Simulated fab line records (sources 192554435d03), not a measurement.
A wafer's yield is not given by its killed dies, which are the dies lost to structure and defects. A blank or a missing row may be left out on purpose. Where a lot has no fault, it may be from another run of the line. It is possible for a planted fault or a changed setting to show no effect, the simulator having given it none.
Lot-split experiment    flow n5Finfet    route with 1938 steps; 7 lots, 21 wafers read

== ABOUT THE SPLIT ==
At N5_BEOL_M9_TRENCH_ETCH_37 (etches SiCOH lowk in C4F6/O2, target depth 151.43 nm, time 49 s), the setting biasW was moved away from the recipe's 185 W on 4 of the 21 wafers read, by +12.9% to +14.5%. The other wafers ran this setting at the recipe's value.

Reading taken at the split's own step.

== THE READING ==
rfVppV, in V, at N5_BEOL_M9_TRENCH_ETCH_37 (etches SiCOH lowk in C4F6/O2, target depth 151.43 nm, time 49 s). Typical for fault-free wafers on this fab line: 661 V, with standard deviation 8.7 V.

wafer   tool, chamber at the split  biasW as run, W  against the recipe  rfVppV, V  against lot-mates on the recipe
L074.2  rieDiel-04, 2               185              recipe              657        -
L074.3  rieDiel-04, 0               185              recipe              655        -
L074.5  rieDiel-04, 3               185              recipe              675        -
L076.1  rieDiel-01, 2               211.8            +14.5%              742        +85
L076.4  rieDiel-01, 0               185              recipe              657        -
L076.6  rieDiel-01, 0               211.8            +14.5%              730        +73
L077.1  rieDiel-04, 0               185              recipe              656        -
L077.4  rieDiel-04, 1               185              recipe              665        -
L077.6  rieDiel-04, 0               185              recipe              655        -
L081.3  rieDiel-03, 3               185              recipe              655        -
L081.4  rieDiel-03, 0               185              recipe              665        -
L081.5  rieDiel-03, 0               185              recipe              664        -
L092.1  rieDiel-04, 3               208.8            +12.9%              744        +87
L092.4  rieDiel-04, 2               185              recipe              657        -
L092.6  rieDiel-04, 1               208.8            +12.9%              745        +88
L094.2  rieDiel-03, 3               185              recipe              653        -
L094.5  rieDiel-03, 3               185              recipe              655        -
L094.6  rieDiel-03, 0               185              recipe              665        -
L097.1  rieDiel-04, 1               185              recipe              676        -
L097.3  rieDiel-04, 2               185              recipe              656        -
L097.5  rieDiel-04, 1               185              recipe              676        -

THE FIT
A straight line over all 21 wafers: rfVppV changes by +5.73 V for each +1% of biasW; r = +0.97; the points scatter about the line by 8.6 V.
The same after taking each lot's own level away (the mean of its wafers on the recipe; 21 wafers): +6.04 V for each +1%; r = +0.98; scatter 7.7 V.
The reading moves by 87 V for the largest change in biasW, on that fit.
The span of the lots' own levels, 657.0 to 669.3 V, comes to 1.4 times the standard deviation stated above.
Consequently the slope shifts little with the lot-to-lot level, the two slopes agreeing.
Check: for one of the wafers moved furthest among these (+14.5%), held out of the fit, the line's prediction against its lot-mates is +88.6 V. It came out at +85 V against them.
Tool readings at the split's step, against how far the setting was moved: rfVppV r = +0.97.

== THESE WAFERS: OTHER SPLITS ==
These wafers also went through other splits before the reading. Each is held against what the fit with the lots' levels taken away leaves over:
other split on the same wafers     wafers away from the commonest value  r with rfVppV (lot level and that fit taken away)
N5_BEOL_M7_ETCH_41 sourceW         8                                     -0.09
N5_BEOL_M8_ETCH_65 sourceW         9                                     -0.38
N5_BEOL_M8_TRENCH_ETCH_37 sourceW  7                                     +0.28

== THE WHOLE CHAIN: every reading that the file lists as answering this split, in the file's order ==
step                       what it does                                                     reading                                                                          change (the file's fit)                 r (the file's)
N5_BEOL_M9_TRENCH_ETCH_37  etches SiCOH lowk in C4F6/O2, target depth 151.43 nm, time 49 s  rfVppV                                                                           +6.08 V for each +1% of the setting     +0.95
N5_BEOL_M9_TRENCH_ETCH_37  etches SiCOH lowk in C4F6/O2, target depth 151.43 nm, time 49 s  TiN_of_BEOL_M9_HM_DEP_02.thkNm (the simulator's own value, which no gauge read)  -0.0403 nm for each +1% of the setting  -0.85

== THE FILE'S OWN FIT ==
rfVppV changes by +6.08 V for each +1% of biasW, r = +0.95.
